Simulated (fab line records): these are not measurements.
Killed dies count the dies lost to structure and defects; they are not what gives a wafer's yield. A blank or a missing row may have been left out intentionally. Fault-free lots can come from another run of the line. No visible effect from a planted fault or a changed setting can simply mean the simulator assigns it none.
fab line records    flow n5Finfet
record lots=11  wafers=33  lastDay=18
route steps=1938 shown MOL_CONTACT_COAG@607 MIM_BOT_ETCH@1867 TV_LITHO@1883 PAD_METAL@1896 PASSIVATION@1936
lots with no fault: from the same line, run without faults
startH: hours from the record's opening day to when the first of the lot's shown wafers began    waitH: time in hours since the lot's previous step    " same as the row above    L1.1+2: a row that stands for several wafers    - either no value or no given start    * or withheld: withheld    < > ~ a bound
route shown NAME@n: NAME is a module with steps in the file, n the number in the route of the first one    usual: mean/standard deviation of fault-free wafers    same: alike in all rows    chamber/n: place in a boat    sites: the reading at each site    _std_site: the values' standard deviation    _edge_site: outer sites' mean less inner sites'    radiusMm: for every site, how far away it sits from the centre of the wafer    mask NAME#n: copy n    behind: the tool/chamber that last shaped the wafer    hold: reason for holding the lot/hours on hold/outcome of the hold    device: which transistor (n, p or np) failed to switch    end of line: at the end of the route, the tests of the same wafers    a step without rows: its recipe alone    killed: dies that structure and defects cost at the first sort, which is not the same as the wafer's yield    map: per-die view of a wafer (x killed, . not killed, _ where there is no die)
set.NAME: the setting as run; set.NAME@STEP: as run at that earlier step    model.NAME: the simulator's own value behind a step, which no gauge read
steps of the route over a sample of lots; a table a step, a row a wafer
services: from which hour (startH, from the record's first day; less than 0 if before it) a tool's chamber was out of use, for how many hours, and why
## steps
# step N5_MOL_CONTACT_COAG_ETCH_66
# recipe chemistry=CF4  target=SiARC  targetDepthA=130  maskMaterial=CAR-EUV  timeS=21.7  ionEnergyEv=80  pressureMtorr=40  sourceW=545  biasW=36  Ar_flow_sccm=100  cf4FlowSccm=100  ends=cleared
# usual biasW=36.01/0.12  drypumpMotorCurrentA=5.6/0.54  etchRfOnTimeS=21.7/0.41  oesProductAu=0.65/0.07  rfVppV=183.7/1.1  showerheadPlenumPTorr=2.11/0.054  throttleValvePct=15.65/0.24
lot.wafer  tool        chamber  startH  waitH  biasW  drypumpMotorCurrentA  etchRfOnTimeS  oesProductAu  rfHoursCounterH  rfVppV  showerheadPlenumPTorr  throttleValvePct
L366.1     rieDiel-06  1        113.61  0.0    36.03  4.8                   21.5           0.67          129              183.9   2.08                   15.92
L366.4     "           3        "       "      35.88  5.4                   22.2           0.60          193              182.5   2.04                   15.80
L366.6     "           2        "       "      36.02  6.6                   21.5           0.59          -                182.5   2.04                   15.63
L368.2     rieDiel-06  2        120.49  0.0    35.96  6.6                   21.6           0.60          223              182.9   2.04                   15.65
L368.4     "           0        "       "      36.09  5.6                   20.9           0.68          143              184.4   2.16                   15.64
L368.5     "           1        "       "      36.11  4.8                   21.4           0.67          -                182.9   2.08                   15.92
L369.1     rieDiel-01  0        126.48  0.0    36.02  4.9                   21.6           0.71          87               185.2   2.08                   15.62
L369.3     "           3        "       "      36.12  5.2                   22.8           0.58          227              183.3   2.10                   15.70
L369.4     "           1        "       "      35.92  5.1                   21.7           0.64          141              184.5   2.14                   15.49
L370.1     rieDiel-06  2        133.21  0.0    35.92  6.6                   21.5           0.59          229              182.4   2.04                   15.66
L370.3     "           3        "       "      35.99  5.5                   22.3           0.59          201              182.3   2.04                   15.81
L370.4     "           0        "       "      35.99  5.6                   21.1           0.68          148              183.9   2.16                   15.67
L373.4     rieDiel-06  0        147.61  0.0    35.88  5.6                   21.2           0.67          153              184.1   2.16                   15.67
L373.5     "           2        "       "      35.98  6.7                   21.6           0.58          -                181.0   2.04                   15.67
L373.6     "           3        "       "      36.16  5.5                   22.3           0.59          -                182.9   2.04                   15.82
L374.4     rieDiel-06  3        155.90  0.0    35.97  5.5                   22.4           0.58          211              182.8   2.04                   15.83
L374.5     "           1        "       "      35.90  4.9                   21.6           0.65          -                183.7   2.08                   15.97
L374.6     "           0        "       "      36.29  5.6                   21.0           0.66          -                182.9   2.16                   15.67
L375.3     rieDiel-05  3        164.64  0.0    36.05  6.0                   21.8           0.61          196              185.9   2.20                   15.95
L375.4     "           2        "       "      35.90  5.5                   22.5           0.57          -                184.3   2.19                   15.48
L375.5     "           3        "       "      36.04  6.1                   21.9           0.60          -                184.4   2.20                   15.94
L384.2     rieDiel-01  0        213.55  0.0    36.05  4.9                   21.9           0.67          122              184.0   2.07                   15.68
L384.3     "           3        "       "      36.06  5.2                   21.9           0.83          5                181.7   2.09                   15.25
L384.5     "           0        "       "      36.05  4.9                   21.7           0.67          -                182.7   2.07                   15.68
L385.1     rieDiel-01  3        228.96  0.0    35.94  5.2                   21.8           0.81          10               181.8   2.09                   15.28
L385.5     "           1        "       "      35.84  5.1                   21.5           0.63          -                184.4   2.13                   15.59
L385.6     "           0        "       "      35.99  4.9                   21.8           0.67          -                183.2   2.07                   15.69
L386.1     rieDiel-01  2        229.17  0.0    36.05  6.4                   20.7           0.71          86               185.2   2.17                   15.27
L386.4     "           0        "       "      35.94  4.9                   21.7           0.68          126              182.4   2.07                   15.72
L386.5     "           0        "       "      36.14  4.9                   21.6           0.67          -                183.6   2.07                   15.71
L388.2     rieDiel-01  2        239.79  0.0    35.69  6.4                   20.9           0.71          89               183.5   2.17                   15.29
L388.3     "           1        "       "      36.04  5.1                   21.6           0.62          183              185.7   2.13                   15.60
L388.5     "           3        "       "      36.04  5.2                   22.1           0.80          -                183.6   2.09                   15.25
# step N5_MIM_BOT_ETCH_ETCH_03
# recipe chemistry=Cl2/BCl3  targetDepthA=120  pressureMtorr=8  icpW=800  biasW=100  Cl2_flow_sccm=20  bcl3FlowSccm=80
# usual biasW=100.06/0.29  drypumpMotorCurrentA=6.0/0.36  oesProductAu=0.80/0.068  throttleValvePct=27.55/0.23
lot.wafer  tool         chamber  startH  waitH  biasW   drypumpMotorCurrentA  oesProductAu  rfHoursCounterH  throttleValvePct
L366.1     rieMetal-03  0        281.96  0.1    100.12  6.3                   0.78          45               27.52
L366.4     "            0        "       "      100.35  6.3                   0.78          -                27.52
L366.6     "            0        "       "      100.33  6.3                   0.77          -                27.51
L368.2     rieMetal-01  1        294.52  0.1    99.96   6.1                   0.77          43               27.80
L368.4     "            0        "       "      99.81   5.3                   0.75          -                27.27
L368.5     "            0        "       "      99.50   5.3                   0.75          -                27.27
L369.1     rieMetal-02  0        297.41  0.1    99.71   6.1                   0.84          20               27.85
L369.3     "            0        "       "      100.08  6.1                   0.83          -                27.85
L369.4     "            1        "       "      99.87   6.2                   0.86          -                27.75
L370.1     rieMetal-02  0        317.41  0.1    100.21  6.2                   0.83          21               27.87
L370.3     "            0        "       "      100.77  6.1                   0.83          -                27.85
L370.4     "            1        "       "      100.09  6.2                   0.85          -                27.75
L373.4     rieMetal-03  1        322.22  0.1    99.90   6.1                   0.94          -                27.26
L373.5     "            0        "       "      100.02  6.3                   0.77          -                27.55
L373.6     "            1        "       "      99.80   6.1                   0.94          -                27.29
L374.4     rieMetal-03  1        337.50  0.1    100.29  6.1                   0.95          -                27.26
L374.5     "            1        "       "      99.93   6.1                   0.94          -                27.29
L374.6     "            0        "       "      99.75   6.3                   0.77          -                27.54
L375.3     rieMetal-01  1        342.55  0.1    99.70   6.1                   0.75          -                27.81
L375.4     "            0        "       "      100.14  5.3                   0.74          -                27.28
L375.5     "            1        "       "      99.74   6.1                   0.75          -                27.80
L384.2     rieMetal-01  0        387.55  0.1    99.55   5.3                   0.73          57               27.27
L384.3     "            0        "       "      99.56   5.3                   0.73          -                27.31
L384.5     "            1        "       "      100.27  6.1                   0.74          -                27.80
L385.1     rieMetal-01  1        388.59  0.1    100.26  6.2                   0.75          52               27.82
L385.5     "            0        "       "      100.27  5.3                   0.74          -                27.29
L385.6     "            1        "       "      100.31  6.1                   0.75          -                27.81
L386.1     rieMetal-03  0        417.17  0.1    99.72   6.3                   0.76          54               27.54
L386.4     "            1        "       "      100.24  6.1                   0.91          -                27.29
L386.5     "            0        "       "      99.79   6.3                   0.76          -                27.56
L388.2     rieMetal-01  1        427.33  0.1    100.31  6.1                   0.74          56               27.82
L388.3     "            1        "       "      99.77   6.1                   0.73          -                27.83
L388.5     "            0        "       "      100.11  5.3                   0.74          -                27.31
# step N5_PASSIVATION_CD_MEAS_10
# recipe targetCdNm=3000  landingEnergyEv=500  detector=seInlens
# usual cdNm=3000.6/2.2
lot.wafer  tool      chamber  startH  waitH  cdNm
L366.1     cdSem-03  0        285.79  -      3002.9
L366.4     "         0        "       "      3002.3
L366.6     "         0        "       "      3000.9
L368.2     cdSem-02  0        296.28  -      3004.4
L368.4     "         0        "       "      3000.5
L368.5     "         0        "       "      2999.6
L369.1     cdSem-01  0        299.73  -      3000.8
L369.3     "         0        "       "      2997.9
L369.4     "         0        "       "      3000.5
L370.1     cdSem-01  0        318.74  -      2999.5
L370.3     "         0        "       "      3002.8
L370.4     "         0        "       "      2998.1
L373.4     cdSem-01  0        323.40  -      3000.1
L373.5     "         0        "       "      3001.3
L373.6     "         0        "       "      2995.8
L374.4     cdSem-03  0        340.47  -      3000.7
L374.5     "         0        "       "      2999.7
L374.6     "         0        "       "      3002.3
L375.3     cdSem-02  0        343.80  -      2997.9
L375.4     "         0        "       "      3000.8
L375.5     "         0        "       "      3002.7
L384.2     cdSem-03  0        388.70  -      3001.3
L384.3     "         0        "       "      3001.7
L384.5     "         0        "       "      3003.2
L385.1     cdSem-02  0        389.89  -      2999.4
L385.5     "         0        "       "      3000.8
L385.6     "         0        "       "      2998.8
L386.1     cdSem-01  0        418.66  -      3000.8
L386.4     "         0        "       "      2997.8
L386.5     "         0        "       "      3001.3
L388.2     cdSem-01  0        430.45  -      2997.7
L388.3     "         0        "       "      2999.4
L388.5     "         0        "       "      3000.0
# step N5_PASSIVATION_AL_DEP_21
# recipe material=Al  targetThkA=28000  tempC=400  timeS=170  powerW=30000  chamberPressurePa=0.4  gas=Ar
# usual throttleValvePct=30.2/1.1
lot.wafer  tool           chamber  startH  waitH  throttleValvePct
L366.1     pvdSputter-03  -        286.97  0.1    30.4
L366.4     "              -        "       "      29.7
L366.6     "              -        "       "      30.3
L368.2     pvdSputter-02  -        297.80  0.1    27.8
L368.4     "              -        "       "      30.8
L368.5     "              -        "       "      30.7
L369.1     pvdSputter-03  -        301.10  0.1    29.9
L369.3     "              -        "       "      30.4
L369.4     "              -        "       "      30.9
L370.1     pvdSputter-02  -        320.15  0.1    30.8
L370.3     "              -        "       "      30.6
L370.4     "              -        "       "      28.9
L373.4     pvdSputter-02  -        324.34  0.1    28.9
L373.5     "              -        "       "      28.3
L373.6     "              -        "       "      29.1
L374.4     pvdSputter-02  -        341.66  0.1    31.4
L374.5     "              -        "       "      28.8
L374.6     "              -        "       "      28.2
L375.3     pvdSputter-01  -        347.14  0.1    29.7
L375.4     "              -        "       "      29.6
L375.5     "              -        "       "      30.8
L384.2     pvdSputter-01  -        390.11  0.1    29.7
L384.3     "              -        "       "      29.8
L384.5     "              -        "       "      31.9
L385.1     pvdSputter-01  -        390.95  0.1    29.8
L385.5     "              -        "       "      29.8
L385.6     "              -        "       "      29.8
L386.1     pvdSputter-01  -        419.84  0.1    31.9
L386.4     "              -        "       "      29.7
L386.5     "              -        "       "      29.8
L388.2     pvdSputter-01  -        431.62  0.1    30.2
L388.3     "              -        "       "      32.0
L388.5     "              -        "       "      29.6
# step N5_PASSIVATION_PROBE_49
# usual defectLimitedYield=91.2/1.4  killed_at_M0_to_M3=35/11  killed_at_M4_up=14/5.6  killedAtContacts=12/5.6  killedAtFrontEnd=38/11  killedAtOther=4/3.4  killedDies=103/17  killedOnRim=13/3.5  killedOpen=68/12  killedShort=33/8.8  sort_bin_4_leakage=0.00/0.007  sort_bin_5_function=5.1/0.89  sort_bin_6_memory=3.3/0.71  sortNPass=1077/17  sortYieldPct=91.2/1.4
# same grossDies=1180  killedAtBackSide=0  sort_bin_8_speed[%]=0
lot.wafer  tool       chamber  startH  waitH  defectLimitedYield[%]  killed_at_M0_to_M3  killed_at_M4_up  killedAtContacts  killedAtFrontEnd  killedAtOther  killedDies  killedOnRim  killedOpen  killedShort  sort_bin_4_leakage[%]  sort_bin_5_function[%]  sort_bin_6_memory[%]  sortNPass  sortYieldPct[%]
L370.1     prober-01  -        325.75  0.0    91.1                   33                  18               16                35                3              105         10           71          34           0                      5.0                     3.5                   1075       91.1
L370.3     prober-01  -        325.85  0.1    91.3                   36                  12               14                39                2              103         10           66          36           0                      5.5                     3.1                   1077       91.3
L370.4     prober-01  -        325.90  0.2    86.4                   32                  15               83                28                3              161         30           66          28           0                      7.6                     3.6                   1019       86.4
L373.4     prober-02  -        330.16  0.2    85.7                   28                  9                93                35                4              169         34           67          26           0                      9.0                     3.2                   1011       85.7
L373.5     prober-02  -        330.21  0.2    93.1                   38                  12               8                 18                5              81          10           44          35           0                      4.2                     2.1                   1099       93.1
L373.6     prober-02  -        330.26  0.3    91.4                   34                  16               6                 36                10             102         10           68          33           0                      5.9                     2.7                   1078       91.4
L374.4     prober-02  -        347.16  0.2    90.8                   38                  15               6                 40                10             109         16           59          50           0                      4.6                     4.1                   1071       90.8
L374.5     prober-02  -        347.21  0.2    91.4                   33                  14               17                33                4              101         11           63          38           0                      5.3                     3.1                   1079       91.4
L374.6     prober-02  -        347.26  0.3    86.3                   31                  14               79                35                3              162         31           55          34           0                      7.4                     3.5                   1018       86.3
# killed by level:class
L370.1 MOL_CONTACT_COAG:geometricParticle:open=13 BEOL_M0_SAQP:geometricParticle:short=11 BEOL_M0_SAQP:geometricParticle:open=10 BEOL_M4:geometricParticle:open=7 FIN_SAQP:geometricParticle:open=5 STI_FIN_REVEAL:geometricParticle:open=5 BEOL_M3:geometricParticle:open=5 STARTING-WAFER:geometricParticle:short=5
L370.3 MOL_CONTACT_COAG:geometricParticle:open=14 FIN_SAQP:geometricParticle:open=8 FIN_SAQP:geometricParticle:short=8 BEOL_M0_SAQP:geometricParticle:short=8 BEOL_M0_SAQP:geometricParticle:open=7 BEOL_M2:geometricParticle:open=7 DUMMY_GATE:geometricParticle:open=6 STI_FIN_REVEAL:geometricParticle:open=4
L370.4 MOL_CONTACT_COAG:unspecified=67 MOL_CONTACT_COAG:geometricParticle:open=16 BEOL_M4:geometricParticle:open=10 FIN_SAQP:geometricParticle:open=9 BEOL_M0_SAQP:geometricParticle:short=7 BEOL_M2:geometricParticle:open=6 DUMMY_GATE:geometricParticle:open=5 BEOL_M3:geometricParticle:short=5
L373.4 MOL_CONTACT_COAG:unspecified=74 MOL_CONTACT_COAG:geometricParticle:open=17 BEOL_M3:geometricParticle:open=11 FIN_SAQP:geometricParticle:short=6 DUMMY_GATE:geometricParticle:open=6 BEOL_M2:geometricParticle:open=5 FIN_SAQP:geometricParticle:open=4 GATE_CUT:geometricParticle:short=4
L373.5 BEOL_M0_SAQP:geometricParticle:short=10 BEOL_M0_SAQP:geometricParticle:open=9 BEOL_M4:geometricParticle:open=6 BEOL_M1:geometricParticle:open=5 FIN_SAQP:geometricParticle:short=4 BEOL_M4:geometricParticle:short=4 MOL_CONTACT_COAG:geometricParticle:open=4 MOL_CONTACT_COAG:geometricParticle:short=4
L373.6 FIN_SAQP:geometricParticle:short=12 FIN_SAQP:geometricParticle:open=11 BEOL_M0_SAQP:geometricParticle:open=11 BEOL_M3:geometricParticle:open=10 BEOL_M4:geometricParticle:open=9 MOL_CONTACT_COAG:geometricParticle:open=6 GATE_CUT:geometricParticle:short=4 BEOL_M0_SAQP:geometricParticle:short=4
L374.4 BEOL_M1:geometricParticle:open=13 FIN_SAQP:geometricParticle:short=10 BEOL_M4:geometricParticle:open=7 FIN_SAQP:geometricParticle:open=6 BEOL_M3:geometricParticle:open=6 MOL_CONTACT_COAG:geometricParticle:open=5 BEOL_M1:geometricParticle:short=5 STARTING-WAFER:geometricParticle:short=5
L374.5 MOL_CONTACT_COAG:geometricParticle:open=15 FIN_SAQP:geometricParticle:short=11 BEOL_M0_SAQP:geometricParticle:short=5 BEOL_M0_SAQP:geometricParticle:open=5 BEOL_M1:geometricParticle:open=5 BEOL_M3:geometricParticle:open=5 FIN_SAQP:geometricParticle:open=4 BEOL_M2:geometricParticle:open=4
L374.6 MOL_CONTACT_COAG:unspecified=70 BEOL_M2:geometricParticle:open=8 STARTING-WAFER:geometricParticle:short=8 FIN_SAQP:geometricParticle:open=7 MOL_CONTACT_COAG:geometricParticle:open=7 BEOL_M0_SAQP:geometricParticle:short=7 BEOL_M4:geometricParticle:open=6 BEOL_M0_SAQP:geometricParticle:open=5
## services
tool           chamber  startH  hours  kind
rieDiel-01     -        90.23   0.2    repair
rieMetal-02    -        121.53  2.8    pm
rieMetal-01    0        155.40  25.5   repair
pvdSputter-02  -        162.27  23.5   repair
rieMetal-03    -        162.48  0.4    repair
rieDiel-01     1        164.18  2.6    repair
rieMetal-03    -        177.06  1.4    pm
rieMetal-02    -        233.82  14.6   pm
rieDiel-01     1        266.36  5.0    repair
pvdSputter-02  -        310.46  4.5    repair
rieDiel-06     -        323.83  2.8    pm
pvdSputter-02  -        324.98  1.7    repair
pvdSputter-03  -        330.58  2.5    repair
pvdSputter-03  -        333.25  7.2    repair
pvdSputter-02  -        343.85  3.3    repair
rieMetal-02    -        346.79  0.3    repair
rieDiel-06     1        353.19  3.7    repair
rieDiel-01     0        368.40  6.1    repair
pvdSputter-01  -        379.91  5.9    repair
pvdSputter-02  -        392.32  6.4    repair
rieMetal-02    1        396.95  20.4   repair
pvdSputter-01  -        398.43  1.6    repair
rieMetal-01    0        403.78  6.5    repair
rieMetal-03    -        414.11  2.8    pm
## key
firstSign step=N5_PASSIVATION_PROBE_49  reading=killedAtContacts  direction=up  sigmas=13  usual=12  struck=85
effect step=N5_PASSIVATION_PROBE_49  reading=killedDies  direction=up  sigmas=3.6  usual=103  struck=164
moreKillsBornAt N5_MOL_CONTACT_COAG_ETCH_66@rieDiel-06=211
metAt N5_MOL_CONTACT_COAG_ETCH_66
struckLots L370,L373,L374
struckWafers L370.4,L373.4,L374.6
notActingAt N5_MIM_BOT_ETCH_ETCH_03,N5_PASSIVATION_CD_MEAS_10,N5_PASSIVATION_AL_DEP_21
onsetBetween 120.49 133.21
fault kind=chamberParticleSource  tool=rieDiel-06  chamber=0  onsetH=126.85  steps=N5_MOL_CONTACT_COAG_ETCH_66  ratePerVisitCm2=1.2084  endH=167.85
